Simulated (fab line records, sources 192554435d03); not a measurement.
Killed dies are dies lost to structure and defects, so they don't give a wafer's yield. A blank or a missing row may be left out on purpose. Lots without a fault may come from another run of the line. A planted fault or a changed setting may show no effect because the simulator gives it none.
fab line records | flow n5_finfet
record lots=5 wafers=15 last_day=17
route steps=1938 shown SDB@352 BEOL_M4@1111 PASSIVATION@1936
lots that met no fault: from a run of the same line without faults
start_h: hours from the record's first day to the start of the lot's first wafer shown | wait_h: hours since the lot's step before | " the same as in the row above | L1.1+2: a row that stands for several wafers | - no value, or no start given | * or withheld: withheld | < > ~ a bound
route shown NAME@n: a module of which the file shows steps, and the number in the route of the first | usual: mean/standard deviation of fault-free wafers | same: alike in all rows | chamber/n: place in a boat | sites: the reading at each site | _std_site: their standard deviation | _edge_site: outer sites' mean less inner sites' | radius_mm: how far each site lies from the wafer's centre | mask NAME#n: copy n | behind: the tool/chamber that last shaped the wafer | hold: why the lot was held/for how many hours/how that ended | device: the transistor (n, p or np) that didn't switch | end of line: the same wafers' tests at the end of the route | a step without rows: its recipe alone | killed: dies lost to structure and defects at the first sort, not the wafer's yield | map: a wafer's dies, x killed, . not, _ none there
set.NAME: the setting as run; set.NAME@STEP: as run at that earlier step | model.NAME: the simulator's own value behind a step, which no gauge read
lots at some steps of the route; a table a step, a row a wafer
services: from which hour (start_h, from the record's first day; less than 0 if before it) a tool's chamber was out of use, for how many hours, and why
## steps
# step N5_SDB_SOFTBAKE_06
# recipe temp_c=110 time_s=60 resist=CAR-ArF
# step N5_SDB_EXPOSE_08
# recipe mask_id=SDB na=1.35 source_shape=conventional sigma_outer=0.5 polarization=unpolarized dose_mj=49.6
# step N5_SDB_PEB_09
# recipe peb_temp_c=withheld peb_time_s=60 resist=CAR-ArF
# step N5_SDB_DEVELOP_10
# recipe develop_time_s=30 developer=TMAH resist=CAR-ArF rinse_liquid=diw dry=air_spin dev_temp_c=23
# step N5_SDB_DESCUM_16
# recipe chemistry=O2 time_s=7.9 source_power_w=50 bias_power_w=20 pressure_mtorr=20 rf_frequency_hz=2.712e+07 temp_c=40 resist=CAR-ArF o2_flow_sccm=225
# step N5_SDB_ETCH_17
# recipe chemistry=CF4 target=SiARC target_depth_a=234 mask_material=CAR-ArF time_s=39 ion_energy_ev=80 pressure_mtorr=40 source_w=545 bias_w=36 Ar_flow_sccm=100 cf4_flow_sccm=100 ends=cleared
# step N5_SDB_ETCH_18
# recipe chemistry=N2/H2 target=SOC target_depth_a=1000 overetch_a=200 mask_material=SiARC temp_c=40 time_s=150 ion_energy_ev=200 pressure_mtorr=30 source_w=840 bias_w=150 n2_flow_sccm=200 h2_flow_sccm=200
# step N5_SDB_STRIP_19
# recipe chemistry=N2/H2 temp_c=40 n2_flow_sccm=200 h2_flow_sccm=200 rf_frequency_hz=6e+07
# step N5_SDB_STRIP_21
# recipe chemistry=CF4 resist=SiARC power_w=300 bias_power_w=75 pressure_mtorr=50 cf4_flow_sccm=150 rf_frequency_hz=6e+07
# step N5_SDB_HM_OPEN_20
# recipe chemistry=CH3F/O2 target=SiNx mask_material=SOC target_depth_a=240 stop_on=poly-Si over_etch_frac=0.4 ion_energy_ev=120 pressure_mtorr=30 source_w=395 bias_w=73 Ar_flow_sccm=150 CH3F_flow_sccm=30 O2_flow_sccm=20
# usual CH3F_flow_sccm=30.00/0.1 O2_flow_sccm=20.00/0.061 drypump_motor_current_A=5.6/0.5 oes_ar_750_au=0.84/0.067 oes_product_au=0.69/0.057 rf_vpp_V=296.4/3 showerhead_plenum_p_Torr=2.01/0.078 throttle_valve_pct=16.24/0.19
# columns lot.wafer tool chamber start_h wait_h CH3F_flow_sccm O2_flow_sccm drypump_motor_current_A oes_ar_750_au oes_product_au rf_hours_counter_h rf_vpp_V showerhead_plenum_p_Torr throttle_valve_pct model.SOC_of_SDB_COAT_03.thk_nm
L593.1 rie_diel-02 0 76.18 0.0 30.05 19.99 5.8 0.98 0.79 1 294.1 2.06 15.97 84
L593.5 " 0 " " 30.05 20.06 5.8 0.97 0.81 - 294.3 2.06 15.98 84
L593.6 " 3 " " 30.10 20.12 4.7 0.88 0.73 - 296.1 1.94 16.30 84.2
L600.2 rie_diel-01 0 117.30 0.0 - - - - - - - - - 100
L600.3 " 3 " " - - - - - - - - - 100
L600.5 " 0 " " - - - - - - - - - 100.2
L601.3 rie_diel-02 3 127.41 0.0 - - - - - - - - - 100.2
L601.4 " 2 " " - - - - - - - - - 100
L601.6 " 2 " " - - - - - - - - - 100
L602.3 rie_diel-02 1 131.76 0.0 - - - - - - - - - 100.6
L602.5 " 0 " " - - - - - - - - - 100.2
L602.6 " 3 " " - - - - - - - - - 100.6
L613.2 rie_diel-06 1 193.20 0.0 29.82 20.05 6.7 0.79 0.65 113 299.0 1.92 16.36 84.6
L613.3 " 2 " " 29.94 20.01 5.4 0.88 0.71 39 302.3 2.12 16.37 84
L613.6 " 1 " " 30.06 19.95 6.7 0.79 0.66 - 297.1 1.92 16.36 84.4
# step N5_SDB_STRIP_22
# recipe chemistry=N2/H2 power_w=1000 temp_c=250 h2_frac=0.65 overash_fraction=0.3 pressure_mtorr=withheld n2_flow_sccm=1750 h2_flow_sccm=3250
# usual drypump_motor_current_A=5.6/0.51 heater_power_w=306/11 n2_flow_sccm=1750/5.2 oes_product_au=0.715/0.0048 strip_time_to_endpoint_s=96.3/0.35
# columns lot.wafer tool chamber start_h wait_h drypump_motor_current_A heater_power_w n2_flow_sccm oes_product_au rf_hours_counter_h strip_time_to_endpoint_s
L593.1 plasma_asher-02 0 76.26 0.1 6.4 304 1751 0.709 87 96.3
L593.5 " 1 " " 5.5 300 1747 0.715 - 96.1
L593.6 " 0 " " 6.4 313 1747 0.717 - 96.3
L600.2 plasma_asher-02 0 117.38 0.1 6.4 303 1746 0.734 96 111.9
L600.3 " 0 " " 6.4 297 1737 0.722 - 112.0
L600.5 " 0 " " 6.4 301 1744 0.731 - 112.0
L601.3 plasma_asher-01 1 127.53 0.1 5.6 310 1749 0.720 - 112.1
L601.4 " 0 " " 4.9 322 1749 0.725 - 111.9
L601.6 " 1 " " 5.5 306 1752 0.724 - 112.0
L602.3 plasma_asher-01 1 131.88 0.1 5.5 305 1755 0.732 - 112.5
L602.5 " 0 " " 5.0 321 1753 0.732 - 112.2
L602.6 " 1 " " 5.6 302 1743 0.734 - 112.4
L613.2 plasma_asher-02 1 193.28 0.1 5.4 289 1750 0.710 112 96.8
L613.3 " 0 " " 6.4 305 1755 0.711 - 96.2
L613.6 " 0 " " 6.4 299 1750 0.715 - 96.7
# step N5_SDB_PRECLEAN_23
# recipe chemistry=dHF time_s=30 temp_c=25 dilution=withheld
# step N5_BEOL_M4_RC_MEAS_101
# usual DIBL_N=36.1/1.5 DIBL_P=36.1/1.9 IOFF_N=0.159/0.029 IOFF_P=0.21/0.038 ION_N=675/11 ION_P=464/8.1 SS_N=71.5/0.57 SS_P=73.3/0.64 VT_N=249/3.1 VT_P=-250/3.8
# columns lot.wafer tool chamber start_h wait_h DIBL_N[mV/V] DIBL_P[mV/V] IOFF_N[nA/um] IOFF_P[nA/um] ION_N[uA/um] ION_P[uA/um] SS_N[mV/dec] SS_P[mV/dec] VT_N[mV] VT_P[mV]
L593.1 prober-01 0 174.19 0.0 35.8 35.8 0.143 0.20 676 465 71.2 73.3 251 -251
L593.5 " 0 " " 37.5 36.9 0.170 0.21 684 459 71.5 73.2 248 -253
L593.6 " 0 " " 38.0 36.7 0.179 0.21 668 460 72.0 73.5 248 -250
L613.2 prober-02 0 300.79 0.2 36.5 37.5 0.160 0.21 679 460 71.0 74.1 250 -253
L613.3 " 0 " " 36.1 37.1 0.158 0.20 669 453 71.5 73.8 250 -253
L613.6 " 0 " " 34.9 36.2 0.147 0.19 671 456 71.0 73.5 249 -254
# step N5_PASSIVATION_PROBE_49
# usual defect_limited_yield=91.5/1.6 killed_at_M0_to_M3=33/10 killed_at_M4_up=13/5.6 killed_at_contacts=13/6 killed_at_front_end=39/12 killed_at_other=3.0/2.8 killed_dies=101/19 killed_on_rim=13/4 killed_open=65/13 killed_short=32/8.3 sort_bin_5_function=5.0/1 sort_bin_6_memory=3.1/0.69 sort_n_pass=1079/19 sort_yield_pct=91.5/1.6
# same gross_dies=1180 killed_at_back_side=0 sort_bin_4_leakage[%]=0 sort_bin_8_speed[%]=0
# columns lot.wafer tool chamber start_h wait_h defect_limited_yield[%] killed_at_M0_to_M3 killed_at_M4_up killed_at_contacts killed_at_front_end killed_at_other killed_dies killed_on_rim killed_open killed_short sort_bin_5_function[%] sort_bin_6_memory[%] sort_n_pass sort_yield_pct[%]
L600.2 prober-02 - 315.76 0.1 0 23 8 25 1120 4 1180 152 75 26 96.5 3.2 0 0
L600.3 prober-02 - 315.81 0.1 0 37 7 23 1113 0 1180 152 68 29 96.1 3.6 0 0
L600.5 prober-02 - 315.91 0.2 0 29 5 12 1130 4 1180 152 69 36 96.7 3.2 0 0
L601.3 prober-02 - 323.71 0.1 0 29 21 19 1110 1 1180 152 70 30 97.7 2.0 0 0
L601.4 prober-02 - 323.76 0.2 0 46 5 25 1100 4 1180 152 80 40 96.4 3.0 0 0
L601.6 prober-02 - 323.86 0.3 0 23 13 30 1114 0 1180 152 72 35 96.8 2.9 0 0
L602.3 prober-01 - 327.29 0.1 0 22 16 10 1132 0 1180 152 57 32 97.4 2.4 0 0
L602.5 prober-01 - 327.39 0.2 0 26 8 10 1134 2 1180 152 60 31 96.9 2.8 0 0
L602.6 prober-01 - 327.44 0.3 0 25 15 14 1125 1 1180 152 71 41 95.5 3.9 0 0
# killed by level:class
L600.2 SDB:area_open=1079 MOL_CONTACT_COAG:geometric_particle:open=20 STI_FIN_REVEAL:geometric_particle:open=9 FIN_SAQP:geometric_particle:open=8 BEOL_M1:geometric_particle:open=6 BEOL_M3:geometric_particle:open=6 MOL_CONTACT_COAG:geometric_particle:short=5 STARTING-WAFER:geometric_particle:short=5
L600.3 SDB:area_open=1083 MOL_CONTACT_COAG:geometric_particle:open=20 STI_FIN_REVEAL:geometric_particle:open=11 BEOL_M1:geometric_particle:open=9 BEOL_M0_SAQP:geometric_particle:short=8 BEOL_M0_SAQP:geometric_particle:open=6 BEOL_M3:geometric_particle:open=5 STARTING-WAFER:geometric_particle:open=5
L600.5 SDB:area_open=1074 STI_FIN_REVEAL:geometric_particle:open=20 BEOL_M0_SAQP:geometric_particle:open=14 FIN_SAQP:geometric_particle:open=9 STI_FIN_REVEAL:geometric_particle:short=9 MOL_CONTACT_COAG:geometric_particle:open=8 ILD0:geometric_particle:short=6 BEOL_M3:geometric_particle:open=5
L601.3 SDB:area_open=1079 BEOL_M4:geometric_particle:open=15 MOL_CONTACT_COAG:geometric_particle:open=15 BEOL_M0_SAQP:geometric_particle:open=11 FIN_SAQP:geometric_particle:short=9 STI_FIN_REVEAL:geometric_particle:open=7 BEOL_M0_SAQP:geometric_particle:short=6 BEOL_M3:geometric_particle:open=6
L601.4 SDB:area_open=1060 MOL_CONTACT_COAG:geometric_particle:open=23 BEOL_M0_SAQP:geometric_particle:open=10 FIN_SAQP:geometric_particle:short=9 BEOL_M3:geometric_particle:open=9 BEOL_M0_SAQP:geometric_particle:short=7 GATE_CUT:geometric_particle:short=6 STARTING-WAFER:geometric_particle:open=6
L601.6 SDB:area_open=1073 MOL_CONTACT_COAG:geometric_particle:open=22 BEOL_M4:geometric_particle:open=9 DUMMY_GATE:geometric_particle:open=8 MOL_CONTACT_COAG:geometric_particle:short=8 FIN_SAQP:geometric_particle:short=7 FIN_SAQP:geometric_particle:open=6 GATE_CUT:geometric_particle:short=6
L602.3 SDB:area_open=1090 DUMMY_GATE:geometric_particle:open=12 STI_FIN_REVEAL:geometric_particle:open=7 FIN_SAQP:geometric_particle:short=6 MOL_CONTACT_COAG:geometric_particle:open=6 BEOL_M0_SAQP:geometric_particle:short=6 BEOL_M1:geometric_particle:open=6 GATE_CUT:geometric_particle:short=5
L602.5 SDB:area_open=1087 STI_FIN_REVEAL:geometric_particle:open=16 FIN_SAQP:geometric_particle:open=10 FIN_SAQP:geometric_particle:short=6 MOL_CONTACT_COAG:geometric_particle:open=6 BEOL_M3:geometric_particle:open=6 BEOL_M0_SAQP:geometric_particle:short=5 STI_FIN_REVEAL:geometric_particle:short=4
L602.6 SDB:area_open=1066 STI_FIN_REVEAL:geometric_particle:open=18 FIN_SAQP:geometric_particle:short=13 MOL_CONTACT_COAG:geometric_particle:open=11 DUMMY_GATE:geometric_particle:open=7 BEOL_M0_SAQP:geometric_particle:short=7 FIN_SAQP:geometric_particle:open=5 STI_FIN_REVEAL:geometric_particle:short=5
# map L600.2 (x killed, . not)
_________________xxxxxxxxxxxx________________
______________xxxxxxxxxxxxxxxxxx_____________
___________xxxxxxxxxxxxxxxxxxxxxxxx__________
__________xxxxxxxxxxxxxxxxxxxxxxxxxx_________
________xxxxxxxxxxxxxxxxxxxxxxxxxxxxxx_______
_______xxxxxxxxxxxxxxxxxxxxxxxxxxxxxxxx______
______xxxxxxxxxxxxxxxxxxxxxxxxxxxxxxxxxx_____
_____xxxxxxxxxxxxxxxxxxxxxxxxxxxxxxxxxxxx____
____xxxxxxxxxxxxxxxxxxxxxxxxxxxxxxxxxxxxxx___
___xxxxxxxxxxxxxxxxxxxxxxxxxxxxxxxxxxxxxxxx__
___xxxxxxxxxxxxxxxxxxxxxxxxxxxxxxxxxxxxxxxx__
__xxxxxxxxxxxxxxxxxxxxxxxxxxxxxxxxxxxxxxxxxx_
__xxxxxxxxxxxxxxxxxxxxxxxxxxxxxxxxxxxxxxxxxx_
_xxxxxxxxxxxxxxxxxxxxxxxxxxxxxxxxxxxxxxxxxxxx
_xxxxxxxxxxxxxxxxxxxxxxxxxxxxxxxxxxxxxxxxxxxx
_xxxxxxxxxxxxxxxxxxxxxxxxxxxxxxxxxxxxxxxxxxxx
_xxxxxxxxxxxxxxxxxxxxxxxxxxxxxxxxxxxxxxxxxxxx
_xxxxxxxxxxxxxxxxxxxxxxxxxxxxxxxxxxxxxxxxxxxx
_xxxxxxxxxxxxxxxxxxxxxxxxxxxxxxxxxxxxxxxxxxxx
_xxxxxxxxxxxxxxxxxxxxxxxxxxxxxxxxxxxxxxxxxxxx
_xxxxxxxxxxxxxxxxxxxxxxxxxxxxxxxxxxxxxxxxxxxx
__xxxxxxxxxxxxxxxxxxxxxxxxxxxxxxxxxxxxxxxxxx_
__xxxxxxxxxxxxxxxxxxxxxxxxxxxxxxxxxxxxxxxxxx_
___xxxxxxxxxxxxxxxxxxxxxxxxxxxxxxxxxxxxxxxx__
___xxxxxxxxxxxxxxxxxxxxxxxxxxxxxxxxxxxxxxxx__
____xxxxxxxxxxxxxxxxxxxxxxxxxxxxxxxxxxxxxx___
_____xxxxxxxxxxxxxxxxxxxxxxxxxxxxxxxxxxxx____
______xxxxxxxxxxxxxxxxxxxxxxxxxxxxxxxxxx_____
_______xxxxxxxxxxxxxxxxxxxxxxxxxxxxxxxx______
________xxxxxxxxxxxxxxxxxxxxxxxxxxxxxx_______
__________xxxxxxxxxxxxxxxxxxxxxxxxxx_________
___________xxxxxxxxxxxxxxxxxxxxxxxx__________
______________xxxxxxxxxxxxxxxxxx_____________
_________________xxxxxxxxxxxx________________
# map L601.3 (x killed, . not)
_________________xxxxxxxxxxxx________________
______________xxxxxxxxxxxxxxxxxx_____________
___________xxxxxxxxxxxxxxxxxxxxxxxx__________
__________xxxxxxxxxxxxxxxxxxxxxxxxxx_________
________xxxxxxxxxxxxxxxxxxxxxxxxxxxxxx_______
_______xxxxxxxxxxxxxxxxxxxxxxxxxxxxxxxx______
______xxxxxxxxxxxxxxxxxxxxxxxxxxxxxxxxxx_____
_____xxxxxxxxxxxxxxxxxxxxxxxxxxxxxxxxxxxx____
____xxxxxxxxxxxxxxxxxxxxxxxxxxxxxxxxxxxxxx___
___xxxxxxxxxxxxxxxxxxxxxxxxxxxxxxxxxxxxxxxx__
___xxxxxxxxxxxxxxxxxxxxxxxxxxxxxxxxxxxxxxxx__
__xxxxxxxxxxxxxxxxxxxxxxxxxxxxxxxxxxxxxxxxxx_
__xxxxxxxxxxxxxxxxxxxxxxxxxxxxxxxxxxxxxxxxxx_
_xxxxxxxxxxxxxxxxxxxxxxxxxxxxxxxxxxxxxxxxxxxx
_xxxxxxxxxxxxxxxxxxxxxxxxxxxxxxxxxxxxxxxxxxxx
_xxxxxxxxxxxxxxxxxxxxxxxxxxxxxxxxxxxxxxxxxxxx
_xxxxxxxxxxxxxxxxxxxxxxxxxxxxxxxxxxxxxxxxxxxx
_xxxxxxxxxxxxxxxxxxxxxxxxxxxxxxxxxxxxxxxxxxxx
_xxxxxxxxxxxxxxxxxxxxxxxxxxxxxxxxxxxxxxxxxxxx
_xxxxxxxxxxxxxxxxxxxxxxxxxxxxxxxxxxxxxxxxxxxx
_xxxxxxxxxxxxxxxxxxxxxxxxxxxxxxxxxxxxxxxxxxxx
__xxxxxxxxxxxxxxxxxxxxxxxxxxxxxxxxxxxxxxxxxx_
__xxxxxxxxxxxxxxxxxxxxxxxxxxxxxxxxxxxxxxxxxx_
___xxxxxxxxxxxxxxxxxxxxxxxxxxxxxxxxxxxxxxxx__
___xxxxxxxxxxxxxxxxxxxxxxxxxxxxxxxxxxxxxxxx__
____xxxxxxxxxxxxxxxxxxxxxxxxxxxxxxxxxxxxxx___
_____xxxxxxxxxxxxxxxxxxxxxxxxxxxxxxxxxxxx____
______xxxxxxxxxxxxxxxxxxxxxxxxxxxxxxxxxx_____
_______xxxxxxxxxxxxxxxxxxxxxxxxxxxxxxxx______
________xxxxxxxxxxxxxxxxxxxxxxxxxxxxxx_______
__________xxxxxxxxxxxxxxxxxxxxxxxxxx_________
___________xxxxxxxxxxxxxxxxxxxxxxxx__________
______________xxxxxxxxxxxxxxxxxx_____________
_________________xxxxxxxxxxxx________________
## services
# columns tool chamber start_h hours kind
rie_diel-02 0 54.64 - clean
rie_diel-02 0 54.64 - consumable_replace:focus_ring
rie_diel-02 0 54.64 18.1 scheduled_down
rie_diel-02 0 54.64 18.1 vent_cycle
rie_diel-01 3 59.68 14.2 repair
rie_diel-01 - 68.27 2.8 pm
rie_diel-02 1 68.50 2.2 repair
rie_diel-06 0 68.51 6.8 repair
rie_diel-01 3 73.94 - clean
rie_diel-01 3 73.94 - consumable_replace:focus_ring
rie_diel-01 3 73.94 15.8 scheduled_down
rie_diel-01 3 73.94 15.8 vent_cycle
rie_diel-06 2 83.58 4.7 repair
rie_diel-02 2 92.12 3.4 repair
rie_diel-06 - 104.51 28.1 pm
plasma_asher-02 - 134.73 1.1 repair
rie_diel-02 0 145.20 4.2 repair
rie_diel-01 2 155.86 - clean
rie_diel-01 2 155.86 - consumable_replace:focus_ring
rie_diel-01 2 155.86 24.8 scheduled_down
rie_diel-01 2 155.86 24.8 vent_cycle
## key
first_sign step=N5_SDB_HM_OPEN_20 reading=tool_record direction=missing
effect step=N5_SDB_STRIP_22 reading=strip_time_to_endpoint_s direction=up sigmas=45 usual=* struck=*
effect step=N5_PASSIVATION_PROBE_49 reading=killed_at_front_end direction=up sigmas=93 usual=39 struck=1120
model_effect step=N5_SDB_HM_OPEN_20 value=SOC_of_SDB_COAT_03.thk_nm without=84.29 struck=100.2
more_kills_born_at N5_SDB_HM_OPEN_20@rie_diel-02=6455 N5_SDB_HM_OPEN_20@rie_diel-01=3236
met_at N5_SDB_HM_OPEN_20
struck_wafers L600.2,L600.3,L600.5,L601.3,L601.4,L601.6,L602.3,L602.5,L602.6
later_rows_left_out L600.2,L600.3,L600.5,L601.3,L601.4,L601.6,L602.3,L602.5,L602.6
onset_between 76.18 117.30
fault kind=skipped_step_whole tool=rie_diel-01,rie_diel-02 chamber=- onset_h=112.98 steps=N5_SDB_HM_OPEN_20 scope=struck_lots_only
# later_rows_left_out: the simulator's readings of these wafers behind a module that went badly wrong aren't trusted and aren't shown, but for the sort
